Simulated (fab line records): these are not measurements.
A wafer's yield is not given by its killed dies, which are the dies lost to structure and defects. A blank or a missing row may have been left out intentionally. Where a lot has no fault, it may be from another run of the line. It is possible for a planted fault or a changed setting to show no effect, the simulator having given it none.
Which tool did it? :: flow n5Finfet :: 57 wafers from 19 lots sampled at 4 of the route's 1938 steps

WHAT THE GAUGES SHOWED, per wafer
N5_GATE_CUT_INSPECT_15: inspects for defects (brightfield). Usual: rawDefectCount 140, standard deviation 39.
lot: L074
measured: day 4 12:06
on: defectInspect-01
rawDefectCount: 129 107 131
flag: 

lot: L075
measured: day 4 17:53
on: defectInspect-02
rawDefectCount: 100 74 97
flag: 

lot: L076
measured: day 5 00:59
on: defectInspect-01
rawDefectCount: 134 160 89
flag: 

lot: L077
measured: day 5 04:56
on: defectInspect-02
rawDefectCount: 101 158 148
flag: 

lot: L079
measured: day 5 17:23
on: defectInspect-01
rawDefectCount: 117 90 134
flag: 

lot: L080
measured: day 6 04:35
on: defectInspect-01
rawDefectCount: 189 154 254
flag: 

lot: L081
measured: day 6 05:07
on: defectInspect-02
rawDefectCount: 214 110 116
flag: 

lot: L084
measured: day 7 04:41
on: defectInspect-02
rawDefectCount: 131 175 104
flag: 

lot: L086
measured: day 7 15:17
on: defectInspect-01
rawDefectCount: 104 95 96
flag: 

lot: L087
measured: day 7 18:25
on: defectInspect-02
rawDefectCount: 164 106 125
flag: 

lot: L088
measured: day 7 22:23
on: defectInspect-01
rawDefectCount: 244 221 167
flag: 

lot: L089
measured: day 8 08:10
on: defectInspect-01
rawDefectCount: 86 98 132
flag: 

lot: L090
measured: day 8 15:14
on: defectInspect-01
rawDefectCount: 95 154 94
flag: 

lot: L092
measured: day 8 22:48
on: defectInspect-02
rawDefectCount: 153 139 130
flag: 

lot: L093
measured: day 9 07:02
on: defectInspect-01
rawDefectCount: 224 233 221
flag: 

lot: L094
measured: day 9 13:06
on: defectInspect-01
rawDefectCount: 137 135 110
flag: 

lot: L095
measured: day 9 18:59
on: defectInspect-02
rawDefectCount: 148 154 139
flag: 

lot: L096
measured: day 10 00:00
on: defectInspect-01
rawDefectCount: 120 87 145
flag: 

lot: L097
measured: day 10 08:16
on: defectInspect-02
rawDefectCount: 168 167 96
flag: 

WHICH TOOL RAN EACH LOT (tool, then ch and the chambers of the sampled wafers, then the start)
lot: L074
N5_DUMMY_REMOVAL_STRIP_10: rieDiel-02 ch 0,1,3, day 3 22:51
N5_HKMG_FIN_ETCH_58: rieDiel-06 ch 1,2,3, day 4 00:52
N5_GATE_CUT_ETCHBACK_00: rieMetal-01 ch 0,1, day 4 08:28

lot: L075
N5_DUMMY_REMOVAL_STRIP_10: rieDiel-04 ch 0,1,2, day 4 03:22
N5_HKMG_FIN_ETCH_58: rieDiel-06 ch 0,1, day 4 05:15
N5_GATE_CUT_ETCHBACK_00: rieMetal-03 ch 0,1, day 4 13:52

lot: L076
N5_DUMMY_REMOVAL_STRIP_10: rieDiel-03 ch 0,1, day 4 11:16
N5_HKMG_FIN_ETCH_58: rieDiel-01 ch 2,3, day 4 13:01
N5_GATE_CUT_ETCHBACK_00: rieMetal-02 ch 0,1, day 4 21:13

lot: L077
N5_DUMMY_REMOVAL_STRIP_10: rieDiel-04 ch 0,1,3, day 4 15:32
N5_HKMG_FIN_ETCH_58: rieDiel-01 ch 1,3, day 4 17:19
N5_GATE_CUT_ETCHBACK_00: rieMetal-03 ch 0,1, day 5 01:04

lot: L079
N5_DUMMY_REMOVAL_STRIP_10: rieDiel-03 ch 1,2, day 5 03:31
N5_HKMG_FIN_ETCH_58: rieDiel-05 ch 1,3, day 5 05:34
N5_GATE_CUT_ETCHBACK_00: rieMetal-03 ch 0,1, day 5 13:23

lot: L080
N5_DUMMY_REMOVAL_STRIP_10: rieDiel-02 ch 0,1,2, day 5 15:01
N5_HKMG_FIN_ETCH_58: rieDiel-05 ch 1,2,3, day 5 16:53
N5_GATE_CUT_ETCHBACK_00: rieMetal-02 ch 0,1, day 6 00:57

lot: L081
N5_DUMMY_REMOVAL_STRIP_10: rieDiel-02 ch 1,2, day 5 15:30
N5_HKMG_FIN_ETCH_58: rieDiel-01 ch 0,3, day 5 17:22
N5_GATE_CUT_ETCHBACK_00: rieMetal-03 ch 0,1, day 6 01:22

lot: L084
N5_DUMMY_REMOVAL_STRIP_10: rieDiel-03 ch 1,2,3, day 6 15:20
N5_HKMG_FIN_ETCH_58: rieDiel-06 ch 0,2,3, day 6 17:22
N5_GATE_CUT_ETCHBACK_00: rieMetal-03 ch 0,1, day 7 00:56

lot: L086
N5_DUMMY_REMOVAL_STRIP_10: rieDiel-03 ch 0,2,3, day 7 01:26
N5_HKMG_FIN_ETCH_58: rieDiel-06 ch 1,2,3, day 7 03:22
N5_GATE_CUT_ETCHBACK_00: rieMetal-01 ch 0,1, day 7 11:31

lot: L087
N5_DUMMY_REMOVAL_STRIP_10: rieDiel-04 ch 1,2,3, day 7 04:46
N5_HKMG_FIN_ETCH_58: rieDiel-06 ch 0,2,3, day 7 06:43
N5_GATE_CUT_ETCHBACK_00: rieMetal-02 ch 0,1, day 7 14:33

lot: L088
N5_DUMMY_REMOVAL_STRIP_10: rieDiel-04 ch 0,1,2, day 7 08:47
N5_HKMG_FIN_ETCH_58: rieDiel-01 ch 0,2, day 7 11:07
N5_GATE_CUT_ETCHBACK_00: rieMetal-02 ch 0,1, day 7 18:44

lot: L089
N5_DUMMY_REMOVAL_STRIP_10: rieDiel-03 ch 0,1,3, day 7 18:46
N5_HKMG_FIN_ETCH_58: rieDiel-01 ch 1,2,3, day 7 20:37
N5_GATE_CUT_ETCHBACK_00: rieMetal-03 ch 0, day 8 04:15

lot: L090
N5_DUMMY_REMOVAL_STRIP_10: rieDiel-02 ch 0,1,3, day 7 23:53
N5_HKMG_FIN_ETCH_58: rieDiel-05 ch 0,2,3, day 8 01:53
N5_GATE_CUT_ETCHBACK_00: rieMetal-01 ch 0,1, day 8 09:44

lot: L092
N5_DUMMY_REMOVAL_STRIP_10: rieDiel-04 ch 1,2,3, day 8 08:24
N5_HKMG_FIN_ETCH_58: rieDiel-01 ch 0,1,2, day 8 10:37
N5_GATE_CUT_ETCHBACK_00: rieMetal-02 ch 0,1, day 8 18:25

lot: L093
N5_DUMMY_REMOVAL_STRIP_10: rieDiel-04 ch 0,1,2, day 8 17:31
N5_HKMG_FIN_ETCH_58: rieDiel-01 ch 1,2,3, day 8 19:22
N5_GATE_CUT_ETCHBACK_00: rieMetal-03 ch 0,1, day 9 03:13

lot: L094
N5_DUMMY_REMOVAL_STRIP_10: rieDiel-03 ch 0,1,3, day 8 22:30
N5_HKMG_FIN_ETCH_58: rieDiel-06 ch 1,2,3, day 9 00:47
N5_GATE_CUT_ETCHBACK_00: rieMetal-01 ch 0,1, day 9 08:35

lot: L095
N5_DUMMY_REMOVAL_STRIP_10: rieDiel-02 ch 0,1,2, day 9 05:46
N5_HKMG_FIN_ETCH_58: rieDiel-01 ch 0,2,3, day 9 07:49
N5_GATE_CUT_ETCHBACK_00: rieMetal-01 ch 0,1, day 9 15:20

lot: L096
N5_DUMMY_REMOVAL_STRIP_10: rieDiel-02 ch 0,2,3, day 9 10:20
N5_HKMG_FIN_ETCH_58: rieDiel-05 ch 0,3, day 9 12:16
N5_GATE_CUT_ETCHBACK_00: rieMetal-03 ch 0,1, day 9 19:41

lot: L097
N5_DUMMY_REMOVAL_STRIP_10: rieDiel-04 ch 0,1,2, day 9 18:38
N5_HKMG_FIN_ETCH_58: rieDiel-06 ch 2,3, day 9 20:30
N5_GATE_CUT_ETCHBACK_00: rieMetal-02 ch 0,1, day 10 04:23
- N5_DUMMY_REMOVAL_STRIP_10: strips in N2/H2, time 40 s.
- N5_HKMG_FIN_ETCH_58: etches SOC in N2/H2, target depth 215.8 nm, time 741 s.
- N5_GATE_CUT_ETCHBACK_00: etches W in SF6/Cl2.

AS READ BY THE TOOLS THEMSELVES (means over the sampled wafers that have a number; for cases with no such wafer, the mark the record gives instead)
N5_DUMMY_REMOVAL_STRIP_10. Usual: for drypumpMotorCurrentA, 5.9 A with a standard deviation of 0.48; for h2FlowSccm, 299.9 sccm with a standard deviation of 0.89; for oesProductAu, 0.74 a.u. with a standard deviation of 0.048; for rfVppV, 45.2 V with a standard deviation of 0.84; for showerheadPlenumPTorr, 3.36 Torr with a standard deviation of 0.12; for tempC, 39.99 C with a standard deviation of 0.11; for throttleValvePct, 12.24 % with a standard deviation of 0.14.
lot: L074
tool: rieDiel-02
drypumpMotorCurrentA (A): 6.0
h2FlowSccm (sccm): 299.4
oesProductAu (a.u.): 0.76
rfVppV (V): 45.2
showerheadPlenumPTorr (Torr): 3.43
tempC (C): 40.03
throttleValvePct (%): 12.16
flag: 

lot: L075
tool: rieDiel-04
drypumpMotorCurrentA (A): 5.9
h2FlowSccm (sccm): 299.9
oesProductAu (a.u.): 0.76
rfVppV (V): 45.4
showerheadPlenumPTorr (Torr): 3.37
tempC (C): 40.02
throttleValvePct (%): 12.29
flag: 

lot: L076
tool: rieDiel-03
drypumpMotorCurrentA (A): 6.1
h2FlowSccm (sccm): 300.2
oesProductAu (a.u.): 0.72
rfVppV (V): 45.1
showerheadPlenumPTorr (Torr): 3.26
tempC (C): 39.95
throttleValvePct (%): 12.32
flag: 

lot: L077
tool: rieDiel-04
drypumpMotorCurrentA (A): 6.1
h2FlowSccm (sccm): 299.7
oesProductAu (a.u.): 0.74
rfVppV (V): 44.9
showerheadPlenumPTorr (Torr): 3.41
tempC (C): 40.03
throttleValvePct (%): 12.24
flag: 

lot: L079
tool: rieDiel-03
drypumpMotorCurrentA (A): 5.7
h2FlowSccm (sccm): 300.7
oesProductAu (a.u.): 0.74
rfVppV (V): 45.7
showerheadPlenumPTorr (Torr): 3.37
tempC (C): 40.00
throttleValvePct (%): 12.20
flag: 

lot: L080
tool: rieDiel-02
drypumpMotorCurrentA (A): 5.8
h2FlowSccm (sccm): 301.0
oesProductAu (a.u.): 0.79
rfVppV (V): 45.4
showerheadPlenumPTorr (Torr): 3.39
tempC (C): 39.94
throttleValvePct (%): 12.06
flag: 

lot: L081
tool: rieDiel-02
drypumpMotorCurrentA (A): 6.2
h2FlowSccm (sccm): 299.7
oesProductAu (a.u.): 0.75
rfVppV (V): 45.0
showerheadPlenumPTorr (Torr): 3.30
tempC (C): 40.04
throttleValvePct (%): 12.09
flag: 

lot: L084
tool: rieDiel-03
drypumpMotorCurrentA (A): 5.7
h2FlowSccm (sccm): 299.9
oesProductAu (a.u.): 0.73
rfVppV (V): 44.0
showerheadPlenumPTorr (Torr): 3.32
tempC (C): 40.01
throttleValvePct (%): 12.25
flag: 

lot: L086
tool: rieDiel-03
drypumpMotorCurrentA (A): 5.5
h2FlowSccm (sccm): 300.3
oesProductAu (a.u.): 0.71
rfVppV (V): 45.0
showerheadPlenumPTorr (Torr): 3.26
tempC (C): 39.91
throttleValvePct (%): 12.32
flag: 

lot: L087
tool: rieDiel-04
drypumpMotorCurrentA (A): 5.8
h2FlowSccm (sccm): 299.5
oesProductAu (a.u.): 0.74
rfVppV (V): 46.1
showerheadPlenumPTorr (Torr): 3.46
tempC (C): 39.93
throttleValvePct (%): 12.20
flag: 

lot: L088
tool: rieDiel-04
drypumpMotorCurrentA (A): 6.0
h2FlowSccm (sccm): 301.2
oesProductAu (a.u.): 0.73
rfVppV (V): 45.1
showerheadPlenumPTorr (Torr): 3.36
tempC (C): 39.91
throttleValvePct (%): 12.33
flag: 

lot: L089
tool: rieDiel-03
drypumpMotorCurrentA (A): 5.9
h2FlowSccm (sccm): 299.6
oesProductAu (a.u.): 0.71
rfVppV (V): 45.4
showerheadPlenumPTorr (Torr): 3.25
tempC (C): 40.14
throttleValvePct (%): 12.34
flag: 

lot: L090
tool: rieDiel-02
drypumpMotorCurrentA (A): 6.0
h2FlowSccm (sccm): 300.1
oesProductAu (a.u.): 0.75
rfVppV (V): 45.9
showerheadPlenumPTorr (Torr): 3.41
tempC (C): 39.84
throttleValvePct (%): 12.23
flag: 

lot: L092
tool: rieDiel-04
drypumpMotorCurrentA (A): 5.8
h2FlowSccm (sccm): 300.0
oesProductAu (a.u.): 0.72
rfVppV (V): 45.4
showerheadPlenumPTorr (Torr): 3.45
tempC (C): 39.96
throttleValvePct (%): 12.22
flag: 

lot: L093
tool: rieDiel-04
drypumpMotorCurrentA (A): 5.9
h2FlowSccm (sccm): 300.6
oesProductAu (a.u.): 0.73
rfVppV (V): 44.9
showerheadPlenumPTorr (Torr): 3.35
tempC (C): 40.05
throttleValvePct (%): 12.36
flag: 

lot: L094
tool: rieDiel-03
drypumpMotorCurrentA (A): 5.9
h2FlowSccm (sccm): 299.5
oesProductAu (a.u.): 0.71
rfVppV (V): 45.1
showerheadPlenumPTorr (Torr): 3.25
tempC (C): 40.11
throttleValvePct (%): 12.35
flag: 

lot: L095
tool: rieDiel-02
drypumpMotorCurrentA (A): 5.8
h2FlowSccm (sccm): 300.9
oesProductAu (a.u.): 0.75
rfVppV (V): 45.2
showerheadPlenumPTorr (Torr): 3.38
tempC (C): 39.86
throttleValvePct (%): 12.14
flag: 

lot: L096
tool: rieDiel-02
drypumpMotorCurrentA (A): 5.9
h2FlowSccm (sccm): 299.7
oesProductAu (a.u.): 0.83
rfVppV (V): 45.4
showerheadPlenumPTorr (Torr): 3.45
tempC (C): 40.08
throttleValvePct (%): 12.04
flag: 

lot: L097
tool: rieDiel-04
drypumpMotorCurrentA (A): 5.9
h2FlowSccm (sccm): 299.2
oesProductAu (a.u.): 0.72
rfVppV (V): 45.8
showerheadPlenumPTorr (Torr): 3.35
tempC (C): 40.02
throttleValvePct (%): 12.37
flag: 

N5_HKMG_FIN_ETCH_58. Usual: for drypumpMotorCurrentA, 5.7 A with a standard deviation of 0.54; for h2FlowSccm, 199.9 sccm with a standard deviation of 0.63; for oesProductAu, 0.78 a.u. with a standard deviation of 0.078; for rfFwdPowerW, 874.4 W with a standard deviation of 2.6; for rfVppV, 99.2 V with a standard deviation of 0.96; for showerheadPlenumPTorr, 2.57 Torr with a standard deviation of 0.076; for throttleValvePct, 17.82 % with a standard deviation of 0.22.
lot: L074
tool: rieDiel-06
drypumpMotorCurrentA (A): 5.9
h2FlowSccm (sccm): 200.3
oesProductAu (a.u.): 0.76
rfFwdPowerW (W): 874.8
rfVppV (V): 99.4
showerheadPlenumPTorr (Torr): 2.57
throttleValvePct (%): 17.73
flag: 

lot: L075
tool: rieDiel-06
drypumpMotorCurrentA (A): 5.1
h2FlowSccm (sccm): 199.3
oesProductAu (a.u.): 0.82
rfFwdPowerW (W): 872.2
rfVppV (V): 99.6
showerheadPlenumPTorr (Torr): 2.53
throttleValvePct (%): 17.55
flag: 

lot: L076
tool: rieDiel-01
drypumpMotorCurrentA (A): 5.8
h2FlowSccm (sccm): 200.4
oesProductAu (a.u.): 0.77
rfFwdPowerW (W): 876.5
rfVppV (V): 100.5
showerheadPlenumPTorr (Torr): 2.65
throttleValvePct (%): 18.02
flag: 

lot: L077
tool: rieDiel-01
drypumpMotorCurrentA (A): 5.5
h2FlowSccm (sccm): 199.7
oesProductAu (a.u.): 0.73
rfFwdPowerW (W): 876.6
rfVppV (V): 99.6
showerheadPlenumPTorr (Torr): 2.58
throttleValvePct (%): 18.06
flag: 

lot: L079
tool: rieDiel-05
drypumpMotorCurrentA (A): 5.7
h2FlowSccm (sccm): 199.9
oesProductAu (a.u.): 0.85
rfFwdPowerW (W): 873.3
rfVppV (V): 99.3
showerheadPlenumPTorr (Torr): 2.69
throttleValvePct (%): 17.72
flag: 

lot: L080
tool: rieDiel-05
drypumpMotorCurrentA (A): 5.5
h2FlowSccm (sccm): 200.5
oesProductAu (a.u.): 0.81
rfFwdPowerW (W): 871.1
rfVppV (V): 99.8
showerheadPlenumPTorr (Torr): 2.67
throttleValvePct (%): 17.78
flag: 

lot: L081
tool: rieDiel-01
drypumpMotorCurrentA (A): 5.2
h2FlowSccm (sccm): 200.3
oesProductAu (a.u.): 0.79
rfFwdPowerW (W): 874.4
rfVppV (V): 99.0
showerheadPlenumPTorr (Torr): 2.57
throttleValvePct (%): 17.93
flag: 

lot: L084
tool: rieDiel-06
drypumpMotorCurrentA (A): 5.8
h2FlowSccm (sccm): 199.6
oesProductAu (a.u.): 0.78
rfFwdPowerW (W): 874.8
rfVppV (V): 99.4
showerheadPlenumPTorr (Torr): 2.55
throttleValvePct (%): 17.83
flag: 

lot: L086
tool: rieDiel-06
drypumpMotorCurrentA (A): 5.9
h2FlowSccm (sccm): 199.7
oesProductAu (a.u.): 0.73
rfFwdPowerW (W): 874.3
rfVppV (V): 99.6
showerheadPlenumPTorr (Torr): 2.56
throttleValvePct (%): 17.76
flag: 

lot: L087
tool: rieDiel-06
drypumpMotorCurrentA (A): 5.8
h2FlowSccm (sccm): 200.4
oesProductAu (a.u.): 0.77
rfFwdPowerW (W): 874.7
rfVppV (V): 98.2
showerheadPlenumPTorr (Torr): 2.55
throttleValvePct (%): 17.84
flag: 

lot: L088
tool: rieDiel-01
drypumpMotorCurrentA (A): 5.8
h2FlowSccm (sccm): 199.7
oesProductAu (a.u.): 0.78
rfFwdPowerW (W): 874.9
rfVppV (V): 99.4
showerheadPlenumPTorr (Torr): 2.59
throttleValvePct (%): 17.88
flag: 

lot: L089
tool: rieDiel-01
drypumpMotorCurrentA (A): 5.7
h2FlowSccm (sccm): 199.8
oesProductAu (a.u.): 0.81
rfFwdPowerW (W): 874.5
rfVppV (V): 99.3
showerheadPlenumPTorr (Torr): 2.59
throttleValvePct (%): 17.94
flag: 

lot: L090
tool: rieDiel-05
drypumpMotorCurrentA (A): 5.8
h2FlowSccm (sccm): 199.4
oesProductAu (a.u.): 0.75
rfFwdPowerW (W): 874.9
rfVppV (V): 100.0
showerheadPlenumPTorr (Torr): 2.61
throttleValvePct (%): 17.79
flag: 

lot: L092
tool: rieDiel-01
drypumpMotorCurrentA (A): 5.7
h2FlowSccm (sccm): 200.0
oesProductAu (a.u.): 0.84
rfFwdPowerW (W): 874.4
rfVppV (V): 99.3
showerheadPlenumPTorr (Torr): 2.53
throttleValvePct (%): 17.77
flag: 

lot: L093
tool: rieDiel-01
drypumpMotorCurrentA (A): 5.8
h2FlowSccm (sccm): 200.1
oesProductAu (a.u.): 0.81
rfFwdPowerW (W): 875.0
rfVppV (V): 99.3
showerheadPlenumPTorr (Torr): 2.58
throttleValvePct (%): 17.94
flag: 

lot: L094
tool: rieDiel-06
drypumpMotorCurrentA (A): 5.8
h2FlowSccm (sccm): 200.1
oesProductAu (a.u.): 0.72
rfFwdPowerW (W): 871.3
rfVppV (V): 99.9
showerheadPlenumPTorr (Torr): 2.56
throttleValvePct (%): 17.80
flag: 

lot: L095
tool: rieDiel-01
drypumpMotorCurrentA (A): 5.5
h2FlowSccm (sccm): 199.7
oesProductAu (a.u.): 0.75
rfFwdPowerW (W): 872.9
rfVppV (V): 98.9
showerheadPlenumPTorr (Torr): 2.57
throttleValvePct (%): 17.95
flag: 

lot: L096
tool: rieDiel-05
drypumpMotorCurrentA (A): 6.0
h2FlowSccm (sccm): 199.2
oesProductAu (a.u.): 0.79
rfFwdPowerW (W): 875.0
rfVppV (V): 100.3
showerheadPlenumPTorr (Torr): 2.62
throttleValvePct (%): 17.60
flag: 

lot: L097
tool: rieDiel-06
drypumpMotorCurrentA (A): 6.3
h2FlowSccm (sccm): 200.7
oesProductAu (a.u.): 0.70
rfFwdPowerW (W): 873.7
rfVppV (V): 99.5
showerheadPlenumPTorr (Torr): 2.58
throttleValvePct (%): 17.90
flag: 

N5_GATE_CUT_ETCHBACK_00. Usual: drypumpMotorCurrentA 5.5 A, standard deviation 0.39; mfcCl2Sccm 59.99 sccm, standard deviation 0.2; oesProductAu 0.75 a.u., standard deviation 0.11; rfFwdPowerW 895 W, standard deviation 3.2; throttleValvePct 27.54 %, standard deviation 0.19.
lot: L074
tool: rieMetal-01
drypumpMotorCurrentA (A): 5.2
mfcCl2Sccm (sccm): 60.04
oesProductAu (a.u.): 0.89
rfFwdPowerW (W): 897
throttleValvePct (%): 27.41
flag: 

lot: L075
tool: rieMetal-03
drypumpMotorCurrentA (A): 5.9
mfcCl2Sccm (sccm): 59.79
oesProductAu (a.u.): 0.65
rfFwdPowerW (W): 897
throttleValvePct (%): 27.70
flag: 

lot: L076
tool: rieMetal-02
drypumpMotorCurrentA (A): 5.4
mfcCl2Sccm (sccm): 60.06
oesProductAu (a.u.): 0.78
rfFwdPowerW (W): 893
throttleValvePct (%): 27.50
flag: 

lot: L077
tool: rieMetal-03
drypumpMotorCurrentA (A): 5.7
mfcCl2Sccm (sccm): 60.12
oesProductAu (a.u.): 0.68
rfFwdPowerW (W): 898
throttleValvePct (%): 27.66
flag: 

lot: L079
tool: rieMetal-03
drypumpMotorCurrentA (A): 5.7
mfcCl2Sccm (sccm): 59.96
oesProductAu (a.u.): 0.68
rfFwdPowerW (W): 902
throttleValvePct (%): 27.65
flag: 

lot: L080
tool: rieMetal-02
drypumpMotorCurrentA (A): 5.5
mfcCl2Sccm (sccm): 59.87
oesProductAu (a.u.): 0.77
rfFwdPowerW (W): 891
throttleValvePct (%): 27.49
flag: 

lot: L081
tool: rieMetal-03
drypumpMotorCurrentA (A): 5.9
mfcCl2Sccm (sccm): 59.91
oesProductAu (a.u.): 0.64
rfFwdPowerW (W): 897
throttleValvePct (%): 27.70
flag: 

lot: L084
tool: rieMetal-03
drypumpMotorCurrentA (A): 5.7
mfcCl2Sccm (sccm): 60.01
oesProductAu (a.u.): 0.68
rfFwdPowerW (W): 897
throttleValvePct (%): 27.66
flag: 

lot: L086
tool: rieMetal-01
drypumpMotorCurrentA (A): 5.2
mfcCl2Sccm (sccm): 59.80
oesProductAu (a.u.): 0.85
rfFwdPowerW (W): 895
throttleValvePct (%): 27.41
flag: 

lot: L087
tool: rieMetal-02
drypumpMotorCurrentA (A): 5.7
mfcCl2Sccm (sccm): 59.92
oesProductAu (a.u.): 0.68
rfFwdPowerW (W): 891
throttleValvePct (%): 27.67
flag: 

lot: L088
tool: rieMetal-02
drypumpMotorCurrentA (A): 5.4
mfcCl2Sccm (sccm): 59.99
oesProductAu (a.u.): 0.76
rfFwdPowerW (W): 894
throttleValvePct (%): 27.51
flag: 

lot: L089
tool: rieMetal-03
drypumpMotorCurrentA (A): 5.4
mfcCl2Sccm (sccm): 59.90
oesProductAu (a.u.): 0.71
rfFwdPowerW (W): 897
throttleValvePct (%): 27.60
flag: 

lot: L090
tool: rieMetal-01
drypumpMotorCurrentA (A): 5.3
mfcCl2Sccm (sccm): 59.98
oesProductAu (a.u.): 0.79
rfFwdPowerW (W): 895
throttleValvePct (%): 27.45
flag: 

lot: L092
tool: rieMetal-02
drypumpMotorCurrentA (A): 5.7
mfcCl2Sccm (sccm): 59.95
oesProductAu (a.u.): 0.68
rfFwdPowerW (W): 892
throttleValvePct (%): 27.67
flag: 

lot: L093
tool: rieMetal-03
drypumpMotorCurrentA (A): 5.9
mfcCl2Sccm (sccm): 60.11
oesProductAu (a.u.): 0.87
rfFwdPowerW (W): 899
throttleValvePct (%): 27.28
flag: 

lot: L094
tool: rieMetal-01
drypumpMotorCurrentA (A): 5.2
mfcCl2Sccm (sccm): 59.88
oesProductAu (a.u.): 0.83
rfFwdPowerW (W): 896
throttleValvePct (%): 27.42
flag: 

lot: L095
tool: rieMetal-01
drypumpMotorCurrentA (A): 5.2
mfcCl2Sccm (sccm): 59.80
oesProductAu (a.u.): 0.79
rfFwdPowerW (W): 897
throttleValvePct (%): 27.45
flag: 

lot: L096
tool: rieMetal-03
drypumpMotorCurrentA (A): 5.7
mfcCl2Sccm (sccm): 59.90
oesProductAu (a.u.): 0.78
rfFwdPowerW (W): 898
throttleValvePct (%): 27.45
flag: 

lot: L097
tool: rieMetal-02
drypumpMotorCurrentA (A): 5.7
mfcCl2Sccm (sccm): 60.33
oesProductAu (a.u.): 0.90
rfFwdPowerW (W): 894
throttleValvePct (%): 27.45
flag: 

THE ANSWER, worked out from the rows above alone
Rule: a lot counts as off when the mean over its wafers that have a number is more than 3 standard deviations away from the usual mean. Also off: a lot with no number at a reading for which 4 or more lots have one. Where the step has rows for the other lots, those lots are counted as sound. Order of review: gauges by route order, followed by the tools' own readings, for which a lot's mean as printed above is used. At the first step where some lot is off, the reading lying furthest off is the one used; lots without a number count as furthest.
No lot is off at any reading shown: from this, nothing can be told.

WHAT HAD BEEN PUT IN BY THE SIMULATOR
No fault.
